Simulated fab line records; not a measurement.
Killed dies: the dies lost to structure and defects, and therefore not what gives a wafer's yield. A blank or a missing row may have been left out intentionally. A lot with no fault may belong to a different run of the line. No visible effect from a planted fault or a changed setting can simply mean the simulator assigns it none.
What tool caused it? | flow n5 finfet | Sampling: 11 lots, 33 wafers, 2 of 1938 route steps

== WHAT THE GAUGES SHOWED, per wafer ==
N5_BEOL_M6_CD_MEAS_11: target cd 38.5 nm.
lot  | measured     | on        | cd nm (nm)
L431 | day 10 02:38 | cd sem-03 | 38.2 37.6 37.5
L430 | day 10 02:58 | cd sem-01 | 38.3 37.8 37.7
L439 | day 12 02:59 | cd sem-02 | 38.7 38.7 38.3
L441 | day 12 06:41 | cd sem-01 | 38.0 38.7 37.5
L443 | day 12 23:49 | cd sem-01 | 37.4 37.7 37.9
L447 | day 13 23:12 | cd sem-02 | 37.5 37.5 37.5
L449 | day 14 02:50 | cd sem-02 | 38.4 38.4 37.7
L450 | day 14 22:20 | cd sem-01 | 37.8 38.1 38.3
L452 | day 14 22:33 | cd sem-01 | 38.4 38.9 38.2
L451 | day 15 05:50 | cd sem-03 | 38.3 38.6 37.7
L453 | day 15 07:08 | cd sem-01 | 39.0 39.2 38.2

== WHICH TOOL RAN EACH LOT (tool, then ch and the chambers of the sampled wafers, then the start) ==
lot  | N5_BEOL_M6_PECVD_70
L431 | pecvd-03 ch 0,1, day 9 23:43
L430 | pecvd-03 ch 0,1, day 10 00:32
L439 | pecvd-04 ch 0,1, day 12 02:28
L441 | pecvd-03 ch 0,1,2, day 12 04:42
L443 | pecvd-03 ch 0,1,2, day 12 22:42
L447 | pecvd-04 ch 0,1, day 13 21:59
L449 | pecvd-04 ch 0,1,2, day 14 01:52
L450 | pecvd-04 ch 0,2, day 14 19:50
L452 | pecvd-04 ch 1,2, day 14 20:04
L451 | pecvd-01 ch 0,1,2, day 15 05:25
L453 | pecvd-03 ch 1,2, day 15 06:07
- N5_BEOL_M6_PECVD_70: deposits SiO2 from TEOS/O2, target thk 20 nm, time 22.7 s.

== THE ANSWER, worked out from the rows above alone ==
Rule: the usual values come from the lots themselves. The widest of any qualifying gaps counts: lots, ordered by their means at a reading, are off when they make up no more than a third of the lots, leave a main group of 4 or more, and stand apart from it by 3 or more times the standard deviation of that group's means. If all means in a main group match to the digits the tables above print for the reading, that group is not used. A lot without any number at a reading at which 4 lots or more have one is off too. All remaining lots with rows at the step are treated as sound.
Across all readings shown, no lot is off: no conclusion can be drawn from this.

== WHAT THE SIMULATOR PUT IN ==
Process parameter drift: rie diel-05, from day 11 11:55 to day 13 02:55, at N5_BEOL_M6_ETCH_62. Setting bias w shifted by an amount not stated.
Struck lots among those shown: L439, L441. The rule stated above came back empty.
